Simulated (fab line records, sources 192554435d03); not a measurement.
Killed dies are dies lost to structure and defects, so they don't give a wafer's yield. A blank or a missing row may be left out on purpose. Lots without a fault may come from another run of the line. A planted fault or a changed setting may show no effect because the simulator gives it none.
fab line records | flow n5_finfet
record lots=24 wafers=72 last_day=19
route steps=1938 shown BEOL_M12@1647 BEOL_M13@1659
lots that met no fault: from a run of the same line without faults
start_h: hours from the record's first day to the start of the lot's first wafer shown | wait_h: hours since the lot's step before | " the same as in the row above | L1.1+2: a row that stands for several wafers | - no value, or no start given | * or withheld: withheld | < > ~ a bound
route shown NAME@n: a module of which the file shows steps, and the number in the route of the first | usual: mean/standard deviation of fault-free wafers | same: alike in all rows | chamber/n: place in a boat | sites: the reading at each site | _std_site: their standard deviation | _edge_site: outer sites' mean less inner sites' | radius_mm: how far each site lies from the wafer's centre | mask NAME#n: copy n | behind: the tool/chamber that last shaped the wafer | hold: why the lot was held/for how many hours/how that ended | device: the transistor (n, p or np) that didn't switch | end of line: the same wafers' tests at the end of the route | a step without rows: its recipe alone | killed: dies lost to structure and defects at the first sort, not the wafer's yield | map: a wafer's dies, x killed, . not, _ none there
set.NAME: the setting as run; set.NAME@STEP: as run at that earlier step | model.NAME: the simulator's own value behind a step, which no gauge read
steps of the route over a sample of lots; a table a step, a row a wafer
services: from which hour (start_h, from the record's first day; less than 0 if before it) a tool's chamber was out of use, for how many hours, and why
## steps
# step N5_BEOL_M12_PRE_CLEAN_42
# recipe gas=H2/He time_s=30 temp_c=250
# usual heater_power_w=333/34
# columns lot.wafer tool chamber start_h wait_h heater_power_w
L074.2 pvd_sputter-01 - 247.79 0.0 333
L074.3 " - " " 359
L074.5 " - " " 355
L075.3 pvd_sputter-03 - 250.59 0.0 346
L075.4 " - " " 330
L075.6 " - " " 338
L076.1 pvd_sputter-03 - 257.52 0.0 265
L076.2 " - " " 297
L076.6 " - " " 335
L077.3 pvd_sputter-01 - 268.86 0.0 353
L077.4 " - " " 336
L077.5 " - " " 303
L078.1 pvd_sputter-02 - 268.94 0.0 348
L078.2 " - " " 360
L078.4 " - " " 327
L080.1 pvd_sputter-03 - 286.17 0.0 332
L080.2 " - " " 349
L080.6 " - " " 349
L079.1 pvd_sputter-02 - 286.53 0.0 402
L079.3 " - " " 322
L079.6 " - " " 317
L081.1 pvd_sputter-03 - 286.61 0.0 263
L081.4 " - " " 328
L081.6 " - " " 356
L083.2 pvd_sputter-01 - 304.55 0.0 301
L083.3 " - " " 349
L083.4 " - " " 320
L082.2 pvd_sputter-02 - 305.94 0.0 407
L082.4 " - " " 319
L082.5 " - " " 397
L086.1 pvd_sputter-01 - 310.63 0.0 321
L086.3 " - " " 357
L086.5 " - " " 312
L084.4 pvd_sputter-02 - 310.78 0.0 360
L084.5 " - " " 333
L084.6 " - " " 392
L085.3 pvd_sputter-03 - 319.19 0.0 271
L085.4 " - " " 291
L085.5 " - " " 306
L089.1 pvd_sputter-02 - 341.49 0.0 333
L089.2 " - " " 390
L089.6 " - " " 322
L088.1 pvd_sputter-02 - 341.81 0.0 318
L088.3 " - " " 395
L088.4 " - " " 348
L087.3 pvd_sputter-03 - 348.09 0.0 337
L087.4 " - " " 300
L087.6 " - " " 339
L090.1 pvd_sputter-02 - 348.48 0.0 389
L090.2 " - " " 317
L090.4 " - " " 335
L091.4 pvd_sputter-02 - 359.45 0.0 350
L091.5 " - " " 317
L091.6 " - " " 360
L093.1 pvd_sputter-02 - 370.10 0.0 371
L093.2 " - " " 398
L093.5 " - " " 395
L092.1 pvd_sputter-02 - 375.59 0.0 366
L092.3 " - " " 334
L092.4 " - " " 390
L094.1 pvd_sputter-01 - 391.00 0.0 329
L094.3 " - " " 301
L094.5 " - " " 359
L095.4 pvd_sputter-03 - 393.32 0.0 348
L095.5 " - " " 262
L095.6 " - " " 284
L097.2 pvd_sputter-01 - 398.82 0.0 299
L097.3 " - " " 323
L097.5 " - " " 320
L096.3 pvd_sputter-01 - 399.14 0.0 303
L096.5 " - " " 374
L096.6 " - " " 307
# step N5_BEOL_M12_DEP_53
# recipe material=SiCN target_thk_a=300 temp_c=withheld precursor=3MS/NH3 pressure_torr=3 rf_w=675 time_s=10.5
# usual showerhead_plenum_p_Torr=4.148/0.02 throttle_valve_pct=18.6/1.2
# columns lot.wafer tool chamber start_h wait_h showerhead_plenum_p_Torr throttle_valve_pct
L074.2 pecvd-02 0 249.16 0.0 4.141 19.6
L074.3 " 2 " " 4.167 17.6
L074.5 " 2 " " 4.154 17.9
L075.3 pecvd-03 1 251.72 0.0 4.161 19.0
L075.4 " 2 " " 4.179 16.5
L075.6 " 1 " " 4.152 19.2
L076.1 pecvd-04 2 258.86 0.0 4.113 16.0
L076.2 " 1 " " 4.148 19.3
L076.6 " 1 " " 4.147 18.9
L077.3 pecvd-02 2 269.97 0.0 4.161 17.8
L077.4 " 2 " " 4.146 17.9
L077.5 " 0 " " 4.152 19.5
L078.1 pecvd-03 0 270.06 0.0 4.161 19.1
L078.2 " 2 " " 4.184 16.8
L078.4 " 0 " " 4.156 19.0
L080.1 pecvd-02 1 287.63 0.0 4.162 19.7
L080.2 " 2 " " 4.162 17.5
L080.6 " 0 " " 4.131 19.5
L079.1 pecvd-04 0 288.44 0.0 4.117 18.7
L079.3 " 1 " " 4.163 19.3
L079.6 " 1 " " 4.154 18.9
L081.1 pecvd-03 1 288.57 0.0 4.156 19.1
L081.4 " 2 " " 4.166 16.8
L081.6 " 0 " " 4.172 19.0
L083.2 pecvd-03 1 305.68 0.0 4.153 19.0
L083.3 " 0 " " 4.167 19.3
L083.4 " 2 " " 4.164 16.9
L082.2 pecvd-02 1 307.48 0.0 4.143 20.1
L082.4 " 1 " " 4.139 20.0
L082.5 " 2 " " 4.160 17.6
L086.1 pecvd-02 2 312.04 0.0 4.160 17.8
L086.3 " 1 " " 4.134 20.0
L086.5 " 2 " " 4.162 17.6
L084.4 pecvd-02 0 312.33 0.0 4.123 19.8
L084.5 " 2 " " 4.152 17.9
L084.6 " 1 " " 4.144 20.1
L085.3 pecvd-02 2 322.72 0.0 4.177 17.8
L085.4 " 2 " " 4.158 18.0
L085.5 " 1 " " 4.152 19.9
L089.1 pecvd-03 1 343.71 0.0 4.160 19.3
L089.2 " 2 " " 4.175 16.9
L089.6 " 2 " " 4.175 16.8
L088.1 pecvd-03 2 343.98 0.0 4.157 16.9
L088.3 " 0 " " 4.160 19.3
L088.4 " 2 " " 4.176 16.8
L087.3 pecvd-04 1 349.52 0.0 4.148 18.9
L087.4 " 0 " " 4.105 18.8
L087.6 " 2 " " 4.106 16.0
L090.1 pecvd-04 2 349.79 0.0 4.120 16.4
L090.2 " 1 " " 4.150 19.4
L090.4 " 1 " " 4.154 19.1
L091.4 pecvd-04 2 362.84 0.0 4.123 16.1
L091.5 " 0 " " 4.110 18.7
L091.6 " 1 " " 4.156 19.0
L093.1 pecvd-02 0 375.88 0.0 4.132 19.6
L093.2 " 1 " " 4.144 19.7
L093.5 " 0 " " 4.125 19.8
L092.1 pecvd-03 1 380.04 0.0 4.157 19.1
L092.3 " 0 " " 4.175 19.1
L092.4 " 2 " " 4.184 17.2
L094.1 pecvd-03 1 392.12 0.0 4.161 19.1
L094.3 " 0 " " 4.164 19.0
L094.5 " 2 " " 4.173 17.1
L095.4 pecvd-02 0 394.80 0.0 4.137 19.7
L095.5 " 1 " " 4.140 19.9
L095.6 " 2 " " 4.163 18.1
L097.2 pecvd-04 0 400.30 0.0 4.118 19.0
L097.3 " 2 " " 4.121 16.2
L097.5 " 0 " " 4.109 18.9
L096.3 pecvd-02 2 400.55 0.0 4.154 18.2
L096.5 " 2 " " 4.166 17.8
L096.6 " 1 " " 4.137 19.9
# step N5_BEOL_M12_RS_MEAS_54
# recipe thk_meas_gauge=four-point-probe reads=Cu_of_BEOL_M12_ECD_47+Ta_of_BEOL_M12_SPUTTER_44+TaN_of_BEOL_M12_SPUTTER_43
# usual M12_RS=0.0595/0.0011
# columns lot.wafer tool chamber start_h wait_h M12_RS[ohm/sq]
L074.2 film_metro-01 - 249.22 0.0 0.0599
L074.3 " - " " 0.0575
L074.5 " - " " 0.0600
L075.3 film_metro-02 - 251.79 0.0 0.0608
L075.4 " - " " 0.0595
L075.6 " - " " 0.0592
L076.1 film_metro-02 - 258.93 0.0 0.0590
L076.2 " - " " 0.0608
L076.6 " - " " 0.0608
L077.3 film_metro-01 - 270.04 0.0 0.0597
L077.4 " - " " 0.0600
L077.5 " - " " 0.0588
L078.1 film_metro-01 - 270.12 0.0 0.0596
L078.2 " - " " 0.0602
L078.4 " - " " 0.0598
L080.1 film_metro-02 - 287.69 0.0 0.0600
L080.2 " - " " 0.0614
L080.6 " - " " 0.0606
L079.1 film_metro-02 - 288.50 0.0 0.0587
L079.3 " - " " 0.0596
L079.6 " - " " 0.0593
L081.1 film_metro-01 - 288.64 0.0 0.0581
L081.4 " - " " 0.0608
L081.6 " - " " 0.0574
L083.2 film_metro-02 - 305.74 0.0 0.0592
L083.3 " - " " 0.0599
L083.4 " - " " 0.0605
L082.2 film_metro-01 - 307.54 0.0 0.0612
L082.4 " - " " 0.0587
L082.5 " - " " 0.0605
L086.1 film_metro-01 - 312.11 0.0 0.0585
L086.3 " - " " 0.0603
L086.5 " - " " 0.0601
L084.4 film_metro-02 - 312.38 0.0 0.0614
L084.5 " - " " 0.0598
L084.6 " - " " 0.0591
L085.3 film_metro-02 - 322.78 0.0 0.0582
L085.4 " - " " 0.0580
L085.5 " - " " 0.0593
L089.1 film_metro-02 - 343.77 0.0 0.0597
L089.2 " - " " 0.0588
L089.6 " - " " 0.0599
L088.1 film_metro-02 - 344.04 0.0 0.0589
L088.3 " - " " 0.0585
L088.4 " - " " 0.0581
L087.3 film_metro-01 - 349.59 0.0 0.0596
L087.4 " - " " 0.0615
L087.6 " - " " 0.0596
L090.1 film_metro-01 - 349.86 0.0 0.0609
L090.2 " - " " 0.0598
L090.4 " - " " 0.0590
L091.4 film_metro-01 - 362.89 0.0 0.0587
L091.5 " - " " 0.0609
L091.6 " - " " 0.0583
L093.1 film_metro-01 - 375.94 0.0 0.0584
L093.2 " - " " 0.0596
L093.5 " - " " 0.0605
L092.1 film_metro-01 - 380.10 0.0 0.0582
L092.3 " - " " 0.0581
L092.4 " - " " 0.0579
L094.1 film_metro-01 - 392.18 0.0 0.0587
L094.3 " - " " 0.0624
L094.5 " - " " 0.0588
L095.4 film_metro-01 - 394.85 0.0 0.0631
L095.5 " - " " 0.0590
L095.6 " - " " 0.0604
L097.2 film_metro-02 - 400.36 0.0 0.0584
L097.3 " - " " 0.0589
L097.5 " - " " 0.0592
L096.3 film_metro-01 - 400.62 0.0 0.0595
L096.5 " - " " 0.0602
L096.6 " - " " 0.0619
# step N5_BEOL_M13_ILD_DEP_00
# recipe material=SiOC target_thk_a=8379.2 temp_c=350 precursor=DEMS/O2 pressure_torr=5 rf_w=500 time_s=166.4
# usual heater_power_w=430/53 showerhead_plenum_p_Torr=5.682/0.014 throttle_valve_pct=12.1/0.86
# columns lot.wafer tool chamber start_h wait_h heater_power_w showerhead_plenum_p_Torr throttle_valve_pct
L074.2 pecvd-01 2 249.29 0.0 360 5.675 11.5
L074.3 " 1 " " 430 5.694 13.4
L074.5 " 0 " " 441 5.675 11.6
L075.3 pecvd-04 2 251.85 0.0 480 5.668 10.3
L075.4 " 2 " " 510 5.666 10.2
L075.6 " 1 " " 468 5.691 12.5
L076.1 pecvd-02 2 258.99 0.0 448 5.686 11.9
L076.2 " 0 " " 458 5.688 13.2
L076.6 " 0 " " 362 5.673 13.0
L077.3 pecvd-02 1 270.10 0.0 387 5.697 13.0
L077.4 " 1 " " 423 5.696 13.2
L077.5 " 0 " " 423 5.686 13.1
L078.1 pecvd-01 2 270.18 0.0 359 5.670 11.7
L078.2 " 0 " " 550 5.686 11.5
L078.4 " 0 " " 442 5.690 11.7
L080.1 pecvd-01 2 287.75 0.0 345 5.670 12.0
L080.2 " 1 " " 447 5.700 13.3
L080.6 " 2 " " 374 5.674 11.7
L079.1 pecvd-04 1 288.56 0.0 455 5.697 12.4
L079.3 " 2 " " 392 5.683 10.6
L079.6 " 2 " " 453 5.667 10.2
L081.1 pecvd-01 0 288.70 0.0 499 5.695 11.8
L081.4 " 0 " " 534 5.680 11.5
L081.6 " 2 " " 386 5.679 11.8
L083.2 pecvd-01 0 305.80 0.0 481 5.694 11.5
L083.3 " 2 " " 382 5.666 11.8
L083.4 " 0 " " 522 5.693 11.6
L082.2 pecvd-02 2 307.60 0.0 483 5.708 11.8
L082.4 " 1 " " 380 5.696 13.2
L082.5 " 0 " " 447 5.702 13.1
L086.1 pecvd-04 0 312.17 0.0 456 5.671 12.2
L086.3 " 1 " " 396 5.684 12.6
L086.5 " 0 " " 475 5.667 12.5
L084.4 pecvd-04 2 312.50 0.1 463 5.675 10.5
L084.5 " 0 " " 384 5.665 12.0
L084.6 " 1 " " 448 5.671 12.7
L085.3 pecvd-04 2 322.84 0.0 498 5.657 10.6
L085.4 " 1 " " 440 5.685 12.7
L085.5 " 2 " " 406 5.662 10.6
L089.1 pecvd-04 2 343.83 0.0 492 5.678 10.6
L089.2 " 1 " " 416 5.689 12.7
L089.6 " 2 " " 393 5.666 11.0
L088.1 pecvd-04 1 344.10 0.0 382 5.687 12.6
L088.3 " 2 " " 463 5.681 10.4
L088.4 " 2 " " 499 5.669 10.3
L087.3 pecvd-02 2 349.65 0.0 423 5.701 11.8
L087.4 " 1 " " 410 5.680 13.0
L087.6 " 0 " " 450 5.684 13.0
L090.1 pecvd-02 1 349.92 0.0 401 5.677 13.3
L090.2 " 2 " " 394 5.704 12.0
L090.4 " 2 " " 438 5.710 11.7
L091.4 pecvd-01 0 363.01 0.1 440 5.687 11.6
L091.5 " 1 " " 406 5.699 13.6
L091.6 " 2 " " 306 5.684 11.8
L093.1 pecvd-04 2 376.01 0.0 487 5.676 10.9
L093.2 " 0 " " 453 5.655 12.2
L093.5 " 1 " " 450 5.684 12.6
L092.1 pecvd-02 0 380.16 0.0 389 5.694 12.7
L092.3 " 2 " " 468 5.705 11.6
L092.4 " 0 " " 407 5.672 13.0
L094.1 pecvd-01 0 392.25 0.0 437 5.695 11.4
L094.3 " 2 " " 382 5.679 12.0
L094.5 " 0 " " 527 5.679 11.7
L095.4 pecvd-04 2 394.97 0.1 477 5.669 10.8
L095.5 " 0 " " 391 5.654 12.2
L095.6 " 1 " " 453 5.689 12.4
L097.2 pecvd-01 2 400.42 0.0 342 5.687 11.7
L097.3 " 2 " " 358 5.686 12.0
L097.5 " 0 " " 484 5.686 11.6
L096.3 pecvd-04 1 400.68 0.0 475 5.678 12.4
L096.5 " 1 " " 383 5.693 12.6
L096.6 " 0 " " 444 5.657 12.5
# step N5_BEOL_M13_CD_MEAS_28
# recipe target_cd_nm=209.5 landing_energy_ev=500 detector=se_inlens
# usual cd_nm=210.7/1.7
# columns lot.wafer tool chamber start_h wait_h cd_nm
L074.2 cd_sem-02 0 251.04 - 207.6
L074.3 " 0 " " 209.5
L074.5 " 0 " " 209.1
L075.3 cd_sem-02 0 254.12 - 208.8
L075.4 " 0 " " 208.7
L075.6 " 0 " " 210.3
L076.1 cd_sem-03 0 260.51 - 210.9
L076.2 " 0 " " 207.1
L076.6 " 0 " " 209.6
L077.3 cd_sem-01 0 271.63 - 208.1
L077.4 " 0 " " 207.2
L077.5 " 0 " " 213.1
L078.1 cd_sem-02 0 271.78 - 211.5
L078.2 " 0 " " 211.3
L078.4 " 0 " " 211.9
L080.1 cd_sem-03 0 289.15 - 213.2
L080.2 " 0 " " 211.4
L080.6 " 0 " " 211.6
L079.1 cd_sem-03 0 290.38 - 211.9
L079.3 " 0 " " 210.6
L079.6 " 0 " " 211.1
L081.1 cd_sem-03 0 290.42 - 212.2
L081.4 " 0 " " 214.0
L081.6 " 0 " " 210.9
L083.2 cd_sem-01 0 307.33 - 211.9
L083.3 " 0 " " 209.7
L083.4 " 0 " " 210.3
L082.2 cd_sem-01 0 309.13 - 210.5
L082.4 " 0 " " 210.4
L082.5 " 0 " " 211.8
L086.1 cd_sem-02 0 313.82 - 209.1
L086.3 " 0 " " 207.1
L086.5 " 0 " " 211.8
L084.4 cd_sem-01 0 313.99 - 209.7
L084.5 " 0 " " 210.5
L084.6 " 0 " " 211.4
L085.3 cd_sem-03 0 324.50 - 212.4
L085.4 " 0 " " 211.3
L085.5 " 0 " " 212.7
L089.1 cd_sem-02 0 345.48 - 213.9
L089.2 " 0 " " 213.7
L089.6 " 0 " " 212.0
L088.1 cd_sem-01 0 345.75 - 209.1
L088.3 " 0 " " 211.1
L088.4 " 0 " " 207.9
L087.3 cd_sem-03 0 351.86 - 211.2
L087.4 " 0 " " 210.5
L087.6 " 0 " " 210.3
L090.1 cd_sem-03 0 352.04 - 211.0
L090.2 " 0 " " 209.4
L090.4 " 0 " " 212.0
L091.4 cd_sem-03 0 364.52 - 212.7
L091.5 " 0 " " 211.9
L091.6 " 0 " " 210.7
L093.1 cd_sem-02 0 377.72 - 211.8
L093.2 " 0 " " 211.7
L093.5 " 0 " " 211.0
L092.1 cd_sem-02 0 381.57 - 209.6
L092.3 " 0 " " 209.6
L092.4 " 0 " " 210.0
L094.1 cd_sem-02 0 393.71 - 209.0
L094.3 " 0 " " 211.7
L094.5 " 0 " " 212.3
L095.4 cd_sem-03 0 396.60 - 210.5
L095.5 " 0 " " 212.1
L095.6 " 0 " " 210.9
L097.2 cd_sem-03 0 402.01 - 212.7
L097.3 " 0 " " 211.0
L097.5 " 0 " " 209.5
L096.3 cd_sem-01 0 402.36 - 210.9
L096.5 " 0 " " 213.0
L096.6 " 0 " " 212.6
# step N5_BEOL_M13_DEGAS_41
# recipe ambient=vacuum temp_c=250 time_s=60
# usual heater_power_w=323/33
# columns lot.wafer tool chamber start_h wait_h heater_power_w
L074.2 pvd_sputter-01 - 252.79 0.2 325
L074.3 " - " " 293
L074.5 " - " " 314
L075.3 pvd_sputter-03 - 262.30 0.2 267
L075.4 " - " " 290
L075.6 " - " " 348
L076.1 pvd_sputter-03 - 262.74 0.5 265
L076.2 " - " " 348
L076.6 " - " " 293
L078.1 pvd_sputter-02 - 273.98 0.2 384
L078.2 " - " " 358
L078.4 " - " " 346
L077.3 pvd_sputter-03 - 274.94 0.3 345
L077.4 " - " " 331
L077.5 " - " " 319
L080.1 pvd_sputter-03 - 290.74 0.0 337
L080.2 " - " " 340
L080.6 " - " " 266
L079.1 pvd_sputter-03 - 294.83 0.4 297
L079.3 " - " " 331
L079.6 " - " " 268
L081.1 pvd_sputter-02 - 294.84 0.2 339
L081.4 " - " " 362
L081.6 " - " " 337
L083.2 pvd_sputter-02 - 310.36 0.4 315
L083.3 " - " " 352
L083.4 " - " " 384
L082.2 pvd_sputter-03 - 311.15 0.3 327
L082.4 " - " " 351
L082.5 " - " " 266
L086.1 pvd_sputter-03 - 315.51 0.6 343
L086.3 " - " " 298
L086.5 " - " " 295
L084.4 pvd_sputter-03 - 315.83 0.4 297
L084.5 " - " " 300
L084.6 " - " " 270
L085.3 pvd_sputter-01 - 325.47 0.0 300
L085.4 " - " " 306
L085.5 " - " " 333
L089.1 pvd_sputter-01 - 347.63 0.2 365
L089.2 " - " " 309
L089.6 " - " " 304
L088.1 pvd_sputter-02 - 347.74 0.3 361
L088.3 " - " " 320
L088.4 " - " " 393
L087.3 pvd_sputter-01 - 354.87 0.2 337
L087.4 " - " " 301
L087.6 " - " " 362
L090.1 pvd_sputter-01 - 359.35 0.2 299
L090.2 " - " " 332
L090.4 " - " " 351
L091.4 pvd_sputter-02 - 365.85 0.2 388
L091.5 " - " " 323
L091.6 " - " " 396
L093.1 pvd_sputter-01 - 378.98 0.1 339
L093.2 " - " " 353
L093.5 " - " " 307
L092.1 pvd_sputter-02 - 383.83 0.4 324
L092.3 " - " " 325
L092.4 " - " " 369
L094.1 pvd_sputter-03 - 399.25 0.0 331
L094.3 " - " " 295
L094.5 " - " " 329
L095.4 pvd_sputter-01 - 399.50 0.2 328
L095.5 " - " " 330
L095.6 " - " " 305
L097.2 pvd_sputter-01 - 406.29 0.2 304
L097.3 " - " " 350
L097.5 " - " " 359
L096.3 pvd_sputter-03 - 406.47 0.2 260
L096.5 " - " " 293
L096.6 " - " " 261
## services
# columns tool chamber start_h hours kind
pecvd-01 2 291.60 2.1 repair
pecvd-04 1 291.98 16.5 scheduled_down
pecvd-04 - 292.23 3.4 repair
pecvd-03 1 323.05 5.5 scheduled_down
pecvd-02 - 341.15 0.8 repair
pecvd-04 - 347.87 1.0 repair
pecvd-02 1 371.88 2.1 scheduled_down
pecvd-01 - 373.96 0.5 repair
pecvd-04 1 377.09 5.5 scheduled_down
pecvd-01 1 383.62 - clean
pecvd-01 1 383.62 - consumable_replace:showerhead
pecvd-01 1 383.62 29.0 scheduled_down
pecvd-01 1 383.62 29.0 vent_cycle
pvd_sputter-02 - 395.62 10.8 repair
pecvd-04 1 402.68 6.9 repair
pecvd-01 0 403.68 2.1 scheduled_down
## key
fault none
